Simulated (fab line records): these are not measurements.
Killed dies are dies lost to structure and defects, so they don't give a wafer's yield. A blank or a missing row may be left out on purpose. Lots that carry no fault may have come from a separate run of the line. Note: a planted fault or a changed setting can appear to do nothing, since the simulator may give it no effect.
Split-lot study | flow n5 finfet | 21 wafers read across 7 lots, on a route 1938 steps long

== ON THE SPLIT ==
At N5_BEOL_M2_TRENCH_ETCH_37 (etches SiOC in C4F6/O2, target depth 55.555 nm, time 29.2 s), the setting time s was moved away from the recipe's 29.2 s on 9 of the 21 wafers read, by -18.5% to +14.7%. All remaining wafers had this setting at the recipe value.

== FROM THE SPLIT TO THE READING: what the file shows between them, 10 steps ==
- N5_BEOL_M2_ETCH_41: etches SiCN in CH3F/O2, target depth 29.9 nm, time 52.5 s
- N5_BEOL_M2_STRIP_97: strips in N2/H2, time 10 s
- N5_BEOL_M2_OCD_MEAS_38
- N5_BEOL_M2_SPUTTER_96: material Cu, target thk 4.5 nm, time 8.29 s (also split here: time s)
- N5_BEOL_M2_ECD_50: material Cu, target thk 300 nm
- N5_BEOL_M2_ANNEAL_51: time 90 s
- N5_BEOL_M2_CMP_52: polishes, stops on SiOC, t overpolish 6.8 s, target thk 40 nm
- N5_BEOL_M2_PRE_CLEAN_60: time 15 s
- N5_BEOL_M2_PRE_CLEAN_56: time 15 s
- N5_BEOL_M2_DEP_57: deposits SiCN from 3MS/NH3, target thk 8 nm, time 14 s

== THE READING ==
M2_RS (ohm/sq), read at N5_BEOL_M2_RS_MEAS_58 with a four-point probe. Typical for fault-free wafers on this fab line: 0.69 ohm/sq, with standard deviation 0.04 ohm/sq.

wafer  | tool, chamber at the split | time s as run, s | against the recipe | M2_RS, ohm/sq | against lot-mates on the recipe
L074.2 | rie diel-04, 2             | 32.52            | +11.4%             | 0.64          | -0.06
L074.4 | rie diel-04, 0             | 29.2             | recipe             | 0.70          | -
L074.6 | rie diel-04, 1             | 32.52            | +11.4%             | 0.56          | -0.14
L077.1 | rie diel-04, 0             | 33.48            | +14.7%             | 0.56          | -0.13
L077.2 | rie diel-04, 1             | 33.48            | +14.7%             | 0.54          | -0.15
L077.4 | rie diel-04, 2             | 29.2             | recipe             | 0.69          | -
L078.2 | rie diel-04, 3             | 29.2             | recipe             | 0.67          | -
L078.3 | rie diel-04, 2             | 23.79            | -18.5%             | 0.96          | +0.28
L078.6 | rie diel-04, 1             | 29.2             | recipe             | 0.69          | -
L087.1 | rie diel-05, 1             | 29.2             | recipe             | 0.73          | -
L087.2 | rie diel-05, 3             | 29.2             | recipe             | 0.64          | -
L087.6 | rie diel-05, 0             | 29.2             | recipe             | 0.63          | -
L089.4 | rie diel-04, 3             | 29.2             | recipe             | 0.66          | -
L089.5 | rie diel-04, 2             | 29.2             | recipe             | 0.74          | -
L089.6 | rie diel-04, 0             | 29.2             | recipe             | 0.70          | -
L091.2 | rie diel-02, 1             | 29.2             | recipe             | 0.73          | -
L091.5 | rie diel-02, 0             | 31.06            | +6.4%              | 0.58          | -0.15
L091.6 | rie diel-02, 2             | 29.2             | recipe             | 0.72          | -
L090.1 | rie diel-05, 3             | 27.1             | -7.2%              | 0.70          | no lot-mate on the recipe
L090.4 | rie diel-05, 1             | 27.1             | -7.2%              | 0.76          | no lot-mate on the recipe
L090.6 | rie diel-05, 3             | 27.1             | -7.2%              | 0.74          | no lot-mate on the recipe

THE FIT
A straight line over all 21 wafers: M2_RS changes by -0.0105 ohm/sq for each +1% of time s; r = -0.90; the points scatter about the line by 0.041 ohm/sq.
The same after taking each lot's own level away (the mean of its wafers on the recipe; 18 wafers): -0.0119 ohm/sq for each +1%; r = -0.92; scatter 0.04 ohm/sq.
Per that fit: largest time s move, reading shift of 0.22 ohm/sq.
Measured against the standard deviation above, the lots' own levels, which go from 0.667 to 0.725 ohm/sq, span 1.5 times it.
So the lot-to-lot level changes the slope: the two fits differ.
Check: +0.178 ohm/sq against its lot-mates is what the line predicts for one of the wafers moved furthest among these (-18.5%) when that wafer is left out of the fit. Against them it came out at +0.28 ohm/sq.

== FURTHER SPLITS ON THESE WAFERS ==
Before the reading, these wafers also passed through other splits. Each is held against what the fit with the lots' levels taken away leaves over:
other split on the same wafers   | wafers away from the commonest value | r with M2_RS (lot level and that fit taken away)
N5_BEOL_M1_COAT_73 spin rpm      | 8                                    | -0.28
N5_BEOL_M1_VIA_ETCH_34 time s    | 4                                    | +0.21
N5_BEOL_M1_TRENCH_ETCH_37 bias w | 7                                    | +0.04
N5_BEOL_M2_SPUTTER_96 time s     | 8                                    | -0.20

== THE WHOLE CHAIN: every reading that the file lists as answering this split, in the file's order ==
step                      | what it does                                                  | reading                                                                      | change (the file's fit)               | r (the file's)
N5_BEOL_M2_TRENCH_ETCH_37 | etches SiOC in C4F6/O2, target depth 55.555 nm, time 29.2 s   | etch.depth nm (the simulator's own value, which no gauge read)               | +0.584 nm for each +1% of the setting | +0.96
N5_BEOL_M2_TRENCH_ETCH_37 | etches SiOC in C4F6/O2, target depth 55.555 nm, time 29.2 s   | BEOL_M2.feature depth nm (the simulator's own value, which no gauge read)    | +0.584 nm for each +1% of the setting | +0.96
N5_BEOL_M2_OCD_MEAS_38    |                                                               | trench depth nm                                                              | +0.612 nm for each +1% of the setting | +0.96
N5_BEOL_M2_CMP_52         | polishes, stops on SiOC, t overpolish 6.8 s, target thk 40 nm | Cu_of_BEOL_M2_ECD_50.thk nm (the simulator's own value, which no gauge read) | +0.559 nm for each +1% of the setting | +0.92
N5_BEOL_M2_RS_MEAS_58     | measures by four-point-probe                                  | M2_RS                                                                        | -0.0127 for each +1% of the setting   | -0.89

== THE FILE'S OWN FIT ==
M2_RS changes by -0.0127 ohm/sq for each +1% of time s, r = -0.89.
